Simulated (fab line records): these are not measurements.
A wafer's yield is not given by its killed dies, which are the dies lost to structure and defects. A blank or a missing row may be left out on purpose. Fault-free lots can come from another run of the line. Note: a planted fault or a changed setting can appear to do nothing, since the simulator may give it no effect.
Comparing a struck lot with a sound one    flow n5_finfet    16 steps out of a route of 1938
Sound: wafers L607.2, L607.4, L607.6. Struck: wafer L624.3 (left out: L624.2, L624.5 of the same lot, which were not struck); the cause appears at the end.
Each step with rows lists, per side, the tool, then ch with its chambers, then its first start. Under that, the readings that differ: sound wafers    struck wafers    difference of the means    sigmas: that difference in standard deviations of wafers without a fault.
alike: same words and numbers on both sides, and readings whose means sit less than 2 such deviations apart. not compared: any withheld reading, any reading some wafer has no value for, any bound like >300 that may hide the same value, and any number with overlapping values for which the record gives no deviation.
The two part at a step that has a row with sigmas, a row that says differs or no value, or rows on one side only. Numbers that have no deviation but don't overlap get no sigmas and don't part them. A reading that every wafer of one side lacks parts them only if that side has two wafers or more.

first, 1 step without rows for these wafers: N5_DUMMY_GATE_ETCH_29 (etches underlayer in N2/H2, target depth 13 nm).
N5_DUMMY_GATE_ETCH_36: etches SiARC in CF4, target depth 13 nm.
  sound on rie_diel-05 ch 2,3, day 2 23:15; struck on rie_diel-01 ch 1, day 7 07:19
reading                 sound              struck  difference  sigmas
mfc_ar_sccm (sccm)      99.8 100.3 100.3   99.5    -0.6        -2
throttle_valve_pct (%)  15.85 15.48 15.48  16.07   +0.47       +2
  alike: drypump_motor_current_A, oes_product_au, rf_vpp_V, showerhead_plenum_p_Torr
  not compared: rf_hours_counter_h
N5_DUMMY_GATE_ETCH_37: etches SOC in N2/H2, target depth 60 nm, overetch 30 nm.
  sound on rie_diel-05 ch 2,3, day 2 23:17; struck on rie_diel-01 ch 1, day 7 07:22
reading                 sound              struck  difference  sigmas
throttle_valve_pct (%)  17.95 17.53 17.52  18.29   +0.62       +3
  alike: drypump_motor_current_A, h2_flow_sccm, oes_product_au, rf_vpp_V, showerhead_plenum_p_Torr
  not compared: rf_hours_counter_h
then, 4 steps without rows for these wafers: N5_DUMMY_GATE_STRIP_38 (strips in N2/H2); N5_DUMMY_GATE_STRIP_39 (strips in N2/H2); N5_DUMMY_GATE_TRIM_49 (chemistry O2, time 29 s, target cd 14 nm); N5_DUMMY_GATE_STRIP_40 (strips in CF4).
N5_DUMMY_GATE_CD_MEAS_50 targets a cd of 14 nm.
  sound on cd_sem-01 at day 2 23:31; struck on cd_sem-01 at day 7 07:35
  alike: cd_nm
N5_DUMMY_GATE_ETCH_31: etches SiO2 in C4F6/O2, target depth 82.5 nm, time 27.5 s.
  sound on rie_diel-02 ch 1,3, day 2 23:34; struck on rie_diel-02 ch 0, day 7 07:38
  alike: drypump_motor_current_A, mfc_ar_sccm, oes_ar_750_au, oes_product_au, rf_vpp_V, showerhead_plenum_p_Torr, throttle_valve_pct
  not compared: rf_hours_counter_h
N5_DUMMY_GATE_STRIP_41: strips in O2.
  sound on rie_diel-02 ch 1,3, day 2 23:37; struck on rie_diel-02 ch 0, day 7 07:41
  alike: drypump_motor_current_A, oes_product_au, rf_vpp_V, showerhead_plenum_p_Torr, throttle_valve_pct
  not compared: rf_hours_counter_h
N5_DUMMY_GATE_HM_OPEN_21: chemistry CH3F/O2, target SiNx, target depth 120 nm, time 171.4 s.
  sound on rie_diel-02 ch 1,3, day 2 23:39; struck on rie_diel-02 ch 0, day 7 07:43
  alike: drypump_motor_current_A, mfc_ar_sccm, oes_ar_750_au, oes_product_au, rf_vpp_V, showerhead_plenum_p_Torr, throttle_valve_pct
  not compared: rf_hours_counter_h
then, 1 step without rows for these wafers: N5_DUMMY_GATE_ETCH_32 (etches SiO2 in CF4, target depth 3.5 nm, time 3.9 s).
N5_DUMMY_GATE_ETCH_23: etches poly-Si in HBr/Cl2/O2, target depth 41 nm, time 22.3 s.
  sound on rie_si-05 ch 0,2,3, day 2 23:50; struck on rie_si-03 ch 2, day 7 07:55
reading                   sound              struck  difference  sigmas
oes_product_au (a.u.)     1.008 0.985 1.009  0.908   -0.093      -6
model.etch.depth_nm (nm)  39.35 41.16 40.27  35.8    -4.5        
  alike: drypump_motor_current_A, throttle_valve_pct
  not compared: rf_hours_counter_h
then, 1 step without rows for these wafers: N5_DUMMY_GATE_ETCH_44 (etches poly-Si in HBr/O2, stops on SiO2, target depth 127.5 nm).
-- a jump in the record: the struck wafers' starts before and after are 6 days apart (it breaks off in module DUMMY_GATE and resumes in module BEOL_M4, where the first step shown is number 1111 of the route) --
N5_BEOL_M4_RC_MEAS_101:
  sound on prober-01 ch 0, day 9 13:10; struck on prober-01 ch 0, day 13 14:49
  alike: DIBL_N, DIBL_P, IOFF_N, IOFF_P, ION_N, ION_P, SS_N, SS_P, VT_N, VT_P
-- here the record skips 4 days between the struck wafers' starts before and after, leaving off in module BEOL_M4 and picking up in module PASSIVATION (first step shown: number 1936 of the route) --
N5_PASSIVATION_PROBE_49:
  the record has rows for the struck wafers here (prober-01, day 17 23:59) and none for the sound ones

WHERE THEY PART
Earliest at N5_DUMMY_GATE_ETCH_36; latest, in this record, at N5_PASSIVATION_PROBE_49.

WHY: what the simulator had put in
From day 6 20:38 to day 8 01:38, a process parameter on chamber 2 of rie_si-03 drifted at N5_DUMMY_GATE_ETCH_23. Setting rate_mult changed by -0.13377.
